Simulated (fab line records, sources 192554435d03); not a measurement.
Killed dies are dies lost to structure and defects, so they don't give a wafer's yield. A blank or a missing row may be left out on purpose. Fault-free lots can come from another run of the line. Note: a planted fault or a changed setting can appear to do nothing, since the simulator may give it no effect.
A struck lot beside a sound one    flow n5Finfet    35 steps out of a route of 1938
Sound: the wafers L901.3, L901.4, L901.6. Wafers struck: L887.1, L887.2, L887.6. Last of all comes the cause.
Per side, at each step with rows, come the tool, then ch with its chambers, and then its first start. Under that, the readings that differ: sound wafers    struck wafers    difference of the means    sigmas: that difference in standard deviations of wafers without a fault.
alike: words and numbers the same on both sides, and readings whose means are apart by under 2 such deviations; not compared: readings that were withheld, readings missing a value for some wafer, numbers with overlapping values and no deviation given by the record, and bounds like >300 which may hide the same value.
A row with sigmas, a row that says differs or no value, or rows on one side alone: a step with any of these is where the two part. Numbers that have no deviation but don't overlap get no sigmas and don't part them. A reading that every wafer of one side lacks parts them only if that side has two wafers or more.

first, 12 steps without rows for these wafers: N5_SD_EPI_P_ETCH_37 (etches SOC in N2/H2, overetch 108 nm, time 486 s); N5_SD_EPI_P_STRIP_38 (strips in N2/H2); N5_SD_EPI_P_ETCHBACK_46 (etches SiNx in CH3F/O2, stops on SiO2, target depth 17.5 nm); N5_SD_EPI_P_ETCH_47 (etches SiOCN in CH3F/O2, target depth 25 nm); N5_SD_EPI_P_ETCH_16 (etches SiO2 in CHF3/O2, target depth 5 nm); N5_SD_EPI_P_STRIP_50 (strips in CHF3/O2); N5_SD_EPI_P_SD_RECESS_17 (chemistry HBr/Cl2/O2, target depth 39.1 nm, bt time 3 s); N5_SD_EPI_P_WET_ETCH_45 (etches SiO2 in dHF, time 10.7 s, target depth 2 nm, rinse time 30 s); N5_SD_EPI_P_STRIP_40 (strips in N2/H2); N5_SD_EPI_P_PRECLEAN_52 (cleans in O3/DIW, time 60 s); N5_SD_EPI_P_SRD_20 (time 30 s); N5_SD_EPI_P_PRECLEAN_51 (cleans in NF3:NH3, afs cycles 1, time 20 s, sublimation time 60 s).
N5_SD_EPI_P_VAPOR_ETCH_44: etches SiGe30 in NF3/Ar, time 3.3 s.
  sound on epiRpcvd-02 ch 0, day 9 07:29; struck on epiRpcvd-02, day 5 12:57
  no value came back on the struck wafers for susceptorTempC (C), timeS (s); on the sound wafers susceptorTempC (C) reads 24.95 25.00 25.12
then, 20 steps without rows for these wafers: N5_SD_EPI_P_EPI_21 (deposits SiGe:B, time 355 s); N5_SD_EPI_P_HM_STRIP_48 (strips SiNx in H3PO4, material SiNx, target depth 3 nm); N5_SD_EPI_P_SRD_49 (time 30 s); N5_SD_EPI_P_PRECLEAN_24 (cleans in O3/DIW, time 45 s); N5_SD_EPI_P_PRECLEAN_32 (cleans in dHF, time 10 s); N5_SD_EPI_P_PRECLEAN_33 (cleans in SC2, time 45 s); N5_SD_EPI_P_SRD_25 (time 30 s); N5_SD_ACTIVATION_RTA_00 (time 0 s); N5_SD_ACTIVATION_LSA_01 (time 0.0008 s); N5_ILD0_LINER_00 (material SiNx, target thk 4 nm, pulse time 1 s, purge time 2 s); N5_ILD0_FCVD_FILL_01 (material SiO2 flowable, target thk 200 nm, time 328.3 s); N5_ILD0_CURE_02 (time 1800 s); N5_ILD0_CMP_03 (polishes, stops on SiNx, t overpolish 1.9 s, target thk 197.38 nm); N5_ILD0_CMP_07 (polishes SiO2 flowable, stops on poly-Si, t overpolish 1.18 s, target thk 138.88 nm); N5_ILD0_PRECLEAN_10 (cleans in NF3:NH3, afs cycles 5, time 20 s, sublimation time 60 s); N5_ILD0_ALD_15 (deposits SiNx, target thk 24 nm, pulse time 1 s, ald cycles 480); N5_ILD0_CMP_12 (polishes SiNx, stops on poly-Si, t overpolish 6 s, target thk 17.67 nm); N5_SDB_HM_DEP_00 (deposits SiNx from SiH4/NH3/N2, target thk 40 nm, time 35.3 s); N5_SDB_COAT_03 (time 60 s, resist thk 100 nm); N5_SDB_COAT_04 (time 60 s, resist thk 18 nm).
-- the record jumps here: 8 days lie between the struck wafers' starts before and after (it left off in module SDB and takes up again in module BEOL_M4, whose first step shown is number 1111 of the route) --
N5_BEOL_M4_RC_MEAS_101:
  sound on prober-02 ch 0, day 15 15:43; struck on prober-01 ch 0, day 13 12:00
reading             sound                 struck                difference  sigmas
CJ_P                5.88 5.86 6.11        4.40 4.71 4.08        -1.55       -10
DIBL_P (mV/V)       37.9 35.4 36.8        27.4 26.6 28.1        -9.3        -7
IOFF_N (nA/um)      0.161 0.138 0.152     0.209 0.190 0.214     +0.054      +2
IOFF_P (nA/um)      0.207 0.168 0.197     0.041 0.038 0.042     -0.150      -5
IOFF_P_85C (nA/um)  3.7 3.1 3.5           0.9 0.9 1.0           -2.5        -6
IOFF_P_LIN (nA/um)  0.100 0.086 0.097     0.026 0.023 0.025     -0.070      -6
ION_P (uA/um)       468 456 461           296 295 294           -167        -26
REXT_P (ohm.um)     103.5 104.7 103.5     302.2 299.2 299.3     +196.3      +76
VT_P (mV)           -251 -255 -250        -287 -287 -288        -35         -11
VT_P_LVT (mV)       -102.4 -105.0 -103.3  -137.1 -139.1 -137.8  -34.4       -13
  alike: DIBL_N, ION_N, SS_N, SS_P, VT_N
-- record jumps: 5 days separate the struck wafers' starts on either side; left off in module BEOL_M4, taken up again in module PASSIVATION, whose first shown step is the route's number 1936 --
N5_PASSIVATION_PROBE_49:
  sound on prober-02 at day 19 22:11; struck on prober-02 at day 18 00:19
reading                  sound           struck             difference  sigmas
defectLimitedYield (%)   89.9 89.2 88.5  93.1 91.3 94.2     +3.7        +2
killedAtFrontEnd         65 72 56        28 40 25           -33         -3
killedDies               119 127 136     82 103 69          -43         -2
killedOpen               89 94 84        55 66 46           -33         -2
sort_bin_5_function (%)  6.3 6.0 6.9     4.5 4.4 3.0        -2.4        -2
sort_bin_8_speed (%)     0 0 0           93.05 91.27 94.15  +92.82      
sortNPass                1061 1053 1044  0 0 0              -1053       -58
sortYieldPct (%)         89.9 89.2 88.5  0 0 0              -89         -56
  alike: killed_at_M0_to_M3, killed_at_M4_up, killedAtContacts, killedAtOther, killedShort, sort_bin_6_memory

WHERE THEY PART
Earliest at N5_SD_EPI_P_VAPOR_ETCH_44; latest, in this record, at N5_PASSIVATION_PROBE_49.

WHY: whatever the simulator had introduced
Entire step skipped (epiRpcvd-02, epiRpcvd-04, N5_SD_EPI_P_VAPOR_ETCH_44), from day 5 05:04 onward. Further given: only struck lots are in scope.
